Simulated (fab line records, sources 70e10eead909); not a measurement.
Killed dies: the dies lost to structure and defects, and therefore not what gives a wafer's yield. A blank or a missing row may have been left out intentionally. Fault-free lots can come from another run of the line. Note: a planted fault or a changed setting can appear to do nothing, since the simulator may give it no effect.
fab line records	flow nand-harc
record lots=12	wafers=36	last-day=35
route steps=1302 shown THIN_TSV@1244 END@1302
lots that met no fault: from a run of the same line without faults
start-h: hours from the record's opening day to when the first of the lot's shown wafers began	wait-h: hours from the lot's prior step to this one	" unchanged from the row above	L1.1+2: a single row standing in for several wafers	- either no value or no given start	* or withheld: withheld	< > ~ a bound
route shown NAME@n: a module of which the file shows steps, and the number in the route of the first	usual: mean/standard deviation taken from wafers without a fault	same: alike in all rows	chamber/n: place in a boat	sites: per-site readings	_std_site: standard deviation across them	_edge_site: inner sites' mean taken away from outer sites' mean	radius-mm: how far each site lies from the wafer's centre	mask NAME#n: copy n	behind: the most recent tool/chamber to have shaped the wafer	hold: why the lot was held/for how many hours/how that ended	device: which transistor (n, p or np) failed to switch	end of line: the route-end tests of the same wafers	a step given without rows: its recipe and nothing more	killed: count of dies lost to structure and defects at first sort (not the wafer's yield)	map: per-die view of a wafer (x killed, . not killed, _ where there is no die)
set.NAME: the setting the step ran with; set.NAME@STEP: the setting that earlier step ran with	model.NAME: the simulator's own value behind a step, which no gauge read
the route's steps for a sample of lots (tables are steps, rows are wafers)
services: from which hour (start-h, from the record's first day; less than 0 if before it) a tool's chamber was out of use, for how many hours, and why
## steps
# step NHARC_THIN_TSV_GRIND_00
# recipe target-thk-um=6
# usual motor-current-A=12.000/0.022
lot.wafer	tool	chamber	start-h	wait-h	motor-current-A
L854.2	grinder-01	0	561.14	0.3	11.986
L854.5	"	0	"	"	11.986
L854.6	"	0	"	"	12.021
L855.3	grinder-01	0	562.53	1.7	12.000
L855.4	"	0	"	"	12.025
L855.6	"	0	"	"	12.013
L857.1	grinder-01	0	565.30	0.1	11.972
L857.2	"	0	"	"	12.028
L857.3	"	0	"	"	11.996
L856.2	grinder-01	0	566.71	1.5	11.970
L856.4	"	0	"	"	11.984
L856.5	"	0	"	"	11.958
L858.1	grinder-01	0	576.02	0.1	12.011
L858.2	"	0	"	"	11.990
L858.3	"	0	"	"	11.988
L861.1	grinder-01	0	602.48	0.1	11.985
L861.4	"	0	"	"	11.987
L861.5	"	0	"	"	11.995
L860.1	grinder-01	0	609.31	0.1	11.976
L860.2	"	0	"	"	12.006
L860.5	"	0	"	"	11.974
L859.2	grinder-01	0	610.68	1.5	12.002
L859.4	"	0	"	"	11.989
L859.5	"	0	"	"	12.012
L862.1	grinder-01	0	637.90	1.3	12.041
L862.2	"	0	"	"	12.000
L862.6	"	0	"	"	11.990
L869.1	grinder-01	0	695.46	0.1	11.996
L869.5	"	0	"	"	12.015
L869.6	"	0	"	"	12.016
L875.3	grinder-01	0	806.46	28.9	12.008
L875.5	"	0	"	"	11.999
L875.6	"	0	"	"	11.951
L877.2	grinder-01	0	807.47	25.7	11.991
L877.3	"	0	"	"	12.020
L877.4	"	0	"	"	12.022
# step NHARC_THIN_TSV_PVD_19
# recipe target-thk-a=200	chamber-pressure-pa=5	material=TaN
# usual throttle-valve-pct=30.1/1.2
lot.wafer	tool	chamber	start-h	wait-h	throttle-valve-pct
L854.2	pvd-sputter-03	-	-	-	31.2
L854.6	"	-	"	"	31.2
L854.5	"	-	"	"	30.0
L855.3	pvd-sputter-01	-	-	-	30.1
L855.4	"	-	"	"	29.2
L855.6	"	-	"	"	29.1
L857.2	pvd-sputter-02	-	-	-	30.2
L857.1	"	-	"	"	28.3
L857.3	"	-	"	"	28.5
L856.2	pvd-sputter-03	-	-	-	31.2
L856.4	"	-	"	"	29.8
L856.5	"	-	"	"	31.3
L858.3	pvd-sputter-02	-	-	-	28.4
L858.1	"	-	"	"	32.0
L858.2	"	-	"	"	28.7
L861.1	pvd-sputter-01	-	-	-	31.0
L861.4	"	-	"	"	29.8
L861.5	"	-	"	"	29.0
L860.2	pvd-sputter-01	-	-	-	30.1
L860.1	"	-	"	"	29.0
L860.5	"	-	"	"	29.6
L859.2	pvd-sputter-03	-	-	-	31.4
L859.4	"	-	"	"	31.3
L859.5	"	-	"	"	31.1
L862.2	pvd-sputter-03	-	-	-	29.8
L862.1	"	-	"	"	30.3
L862.6	"	-	"	"	31.2
L869.1	pvd-sputter-01	-	-	-	29.8
L869.6	"	-	"	"	29.8
L869.5	"	-	"	"	29.8
L875.3	pvd-sputter-01	-	-	-	28.3
L875.6	"	-	"	"	29.2
L875.5	"	-	"	"	30.7
L877.3	pvd-sputter-03	-	-	-	30.2
L877.4	"	-	"	"	31.2
L877.2	"	-	"	"	32.1
# step NHARC_THIN_TSV_STRIP_56
# recipe power-w=1500	temp-c=250	chemistry=O2
# usual drypump-motor-current-A=5.3/0.52	heater-power-w=340/13
lot.wafer	tool	chamber	start-h	wait-h	drypump-motor-current-A	heater-power-w	rf-hours-counter-h
L854.2	plasma-asher-02	0	569.96	0.1	4.8	335	28
L854.5	"	1	"	"	5.2	335	-
L854.6	"	0	"	"	4.8	330	-
L855.4	plasma-asher-01	0	571.25	0.2	5.7	321	-
L855.3	"	1	"	"	6.2	363	-
L855.6	"	0	"	"	5.7	320	-
L857.2	plasma-asher-02	0	574.46	0.1	4.8	324	28
L857.1	"	1	"	"	5.2	326	28
L857.3	"	1	"	"	5.2	334	-
L856.2	plasma-asher-01	1	575.41	0.1	6.2	372	8
L856.4	"	0	"	"	5.7	320	-
L856.5	"	1	"	"	6.1	358	-
L858.1	plasma-asher-01	0	585.23	0.1	5.7	331	11
L858.2	"	1	"	"	6.2	363	11
L858.3	"	0	"	"	5.7	323	-
L861.1	plasma-asher-02	1	612.22	0.2	5.2	343	0
L861.4	"	0	"	"	4.8	348	-
L861.5	"	0	"	"	4.8	342	-
L860.2	plasma-asher-02	1	618.48	0.1	5.2	332	2
L860.1	"	0	"	"	4.8	343	2
L860.5	"	1	"	"	5.2	338	-
L859.2	plasma-asher-01	0	619.66	0.1	5.7	328	20
L859.4	"	1	"	"	6.2	366	-
L859.5	"	0	"	"	5.7	330	-
L862.1	plasma-asher-02	1	647.17	0.1	5.2	337	7
L862.2	"	0	"	"	4.8	343	7
L862.6	"	1	"	"	5.2	329	-
L869.1	plasma-asher-02	1	704.72	0.1	5.2	321	19
L869.6	"	1	"	"	5.2	343	-
L869.5	"	0	"	"	4.8	351	-
L875.3	plasma-asher-02	0	815.68	0.2	4.8	337	-
L875.5	"	1	"	"	5.2	324	-
L875.6	"	0	"	"	4.8	343	-
L877.2	plasma-asher-01	1	816.49	0.1	6.2	357	21
L877.4	"	0	"	"	5.7	324	-
L877.3	"	1	"	"	6.2	357	-
# step NHARC_THIN_TSV_INSPECT_40
# usual raw-defect-count=531/71
lot.wafer	tool	chamber	start-h	wait-h	raw-defect-count
L857.1	defect-inspect-01	-	577.02	0.4	632
L857.2	"	-	"	"	521
L857.3	"	-	"	"	569
L854.2	defect-inspect-02	-	577.02	0.4	461
L854.5	"	-	"	"	513
L854.6	"	-	"	"	453
L855.3	defect-inspect-02	-	577.02	0.4	606
L855.4	"	-	"	"	532
L855.6	"	-	"	"	591
L856.2	defect-inspect-02	-	580.80	0.4	501
L856.4	"	-	"	"	433
L856.5	"	-	"	"	465
L858.1	defect-inspect-01	-	590.54	0.4	465
L858.2	"	-	"	"	453
L858.3	"	-	"	"	440
L861.1	defect-inspect-01	-	617.56	0.4	568
L861.4	"	-	"	"	570
L861.5	"	-	"	"	580
L860.1	defect-inspect-02	-	623.86	0.4	550
L860.2	"	-	"	"	592
L860.5	"	-	"	"	638
L859.2	defect-inspect-01	-	623.86	0.4	621
L859.4	"	-	"	"	568
L859.5	"	-	"	"	554
L862.1	defect-inspect-02	-	650.85	0.4	518
L862.2	"	-	"	"	599
L862.6	"	-	"	"	509
L869.1	defect-inspect-02	-	710.03	0.4	546
L869.5	"	-	"	"	501
L869.6	"	-	"	"	718
L877.2	defect-inspect-02	-	821.00	0.4	619
L877.3	"	-	"	"	578
L877.4	"	-	"	"	601
L875.3	defect-inspect-01	-	821.00	0.4	409
L875.5	"	-	"	"	379
L875.6	"	-	"	"	401
# step NHARC_END_SORT_01
# recipe temp-c=25
# usual defect-limited-yield=90/3.4	killed-at-array=62/22	killed-at-other=1.0/1.4	killed-at-periphery=4.2/2.8	killed-dies=67/23	killed-open=3.1/1.7	killed-short=2.1/1.5
# same gross-dies=677
lot.wafer	tool	chamber	start-h	wait-h	defect-limited-yield[%]	killed-at-array	killed-at-other	killed-at-periphery	killed-dies	killed-open	killed-short
L858.1	prober-02	0	595.61	2.5	93	37	6	2	45	2	2
L858.2	prober-02	0	596.41	2.8	94	37	1	2	40	2	3
L858.3	prober-02	0	597.22	3.1	95	29	1	7	37	2	2
L869.1	prober-01	0	714.24	2.5	0	78	599	0	677	0	3
L869.5	prober-01	0	717.43	3.7	0	79	595	3	677	3	2
L869.6	prober-01	0	718.22	4.0	0	82	594	1	677	4	2
# killed by level:class
L858.1 A_CHANNEL_HOLE_D2:chamber-film-flake=12 A_CHANNEL_HOLE_D1:chamber-film-flake=8 A_STAIRCASE:chamber-film-flake=6 THIN_TSV:chamber-film-flake=6 A_CONTACT:chamber-film-flake=3 A_WL_FILL:chamber-film-flake=2 A_SOURCE_PLATE:geometric-particle:open=1 A_ONON_D1:geometric-particle:short=1
L858.2 A_CHANNEL_HOLE_D2:chamber-film-flake=11 A_STAIRCASE:chamber-film-flake=11 A_CHANNEL_HOLE_D1:chamber-film-flake=5 A_CONTACT:chamber-film-flake=3 A_WL_FILL:geometric-particle:short=2 P_GATE:chamber-film-flake=2 A_DECK1_JOINT:geometric-particle:short=1 A_CHANNEL_FILL_D2:geometric-particle:open=1
L858.3 A_CHANNEL_HOLE_D2:chamber-film-flake=9 A_STAIRCASE:chamber-film-flake=7 A_CHANNEL_HOLE_D1:chamber-film-flake=6 P_GATE:chamber-film-flake=4 P_ZERO_WELL:chamber-film-flake=2 A_CONTACT:chamber-film-flake=2 P_M0:geometric-particle:open=1 A_ONON_D1:geometric-particle:short=1
L869.1 THIN_TSV:area-cmp=598 A_SLIT:chamber-film-flake=39 A_CHANNEL_HOLE_D1:chamber-film-flake=28 A_STAIRCASE:chamber-film-flake=4 A_CONTACT:chamber-film-flake=4 A_ONON_D1:geometric-particle:short=1 A_CHANNEL_FILL_D1:geometric-particle:short=1 A_ONON_D2:geometric-particle:short=1
L869.5 THIN_TSV:area-cmp=595 A_SLIT:chamber-film-flake=35 A_CHANNEL_HOLE_D1:chamber-film-flake=31 A_CONTACT:chamber-film-flake=6 A_ONON_D1:geometric-particle:open=2 P_BONDPAD:chamber-film-flake=2 A_SGD_CUT:chamber-film-flake=2 P_CONTACT:geometric-particle:open=1
L869.6 THIN_TSV:area-cmp=593 A_SLIT:chamber-film-flake=34 A_CHANNEL_HOLE_D1:chamber-film-flake=32 A_STAIRCASE:chamber-film-flake=4 A_CONTACT:chamber-film-flake=4 A_ONON_D2:geometric-particle:open=2 A_WL_FILL:chamber-film-flake=2 A_CHANNEL_FILL_D2:geometric-particle:short=1
## services
tool	chamber	start-h	hours	kind
grinder-01	-	542.47	3.8	repair
plasma-asher-02	-	603.08	9.0	pm
plasma-asher-02	0	603.08	9.0	vent-cycle
plasma-asher-02	1	603.08	9.0	vent-cycle
plasma-asher-01	-	605.83	0.4	repair
plasma-asher-02	0	612.08	-	clean
plasma-asher-02	1	612.08	-	clean
pvd-sputter-02	-	638.05	10.0	pm
pvd-sputter-03	-	664.59	1.8	repair
plasma-asher-02	-	691.04	3.2	repair
plasma-asher-01	-	696.79	9.0	pm
plasma-asher-01	0	696.79	9.0	vent-cycle
pvd-sputter-03	-	704.07	10.0	pm
grinder-01	-	736.00	8.0	pm
pvd-sputter-02	-	743.91	4.0	repair
plasma-asher-01	-	754.64	11.4	repair
pvd-sputter-01	-	760.06	10.0	pm
grinder-01	-	775.83	30.2	repair
plasma-asher-02	-	780.08	9.0	pm
plasma-asher-02	0	780.08	9.0	vent-cycle
plasma-asher-02	1	780.08	9.0	vent-cycle
plasma-asher-02	0	789.08	-	clean
plasma-asher-02	1	789.08	-	clean
pvd-sputter-02	-	816.05	10.0	pm
## key
first-sign step=NHARC_END_SORT_01	reading=killed-at-other	direction=up	sigmas=99+	usual=1.0	struck=596
effect step=NHARC_END_SORT_01	reading=defect-limited-yield	direction=down	sigmas=27	usual=90	struck=0
more-kills-born-at NHARC_THIN_TSV_CMP_01@cmp-01=1786
met-at NHARC_THIN_TSV_GRIND_00
struck-lots L869
later-rows-left-out L869.1,L869.5,L869.6
not-acting-at NHARC_THIN_TSV_PVD_19,NHARC_THIN_TSV_STRIP_56,NHARC_THIN_TSV_INSPECT_40
onset-between 637.90 695.46
fault kind=process-parameter-drift	tool=grinder-01	chamber=-	onset-h=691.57	steps=NHARC_THIN_TSV_GRIND_00	channel=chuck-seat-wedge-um	offset=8	shape=step	end-h=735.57
# later-rows-left-out: the simulator's readings of these wafers behind a module that went badly wrong aren't trusted and aren't shown, but for the sort
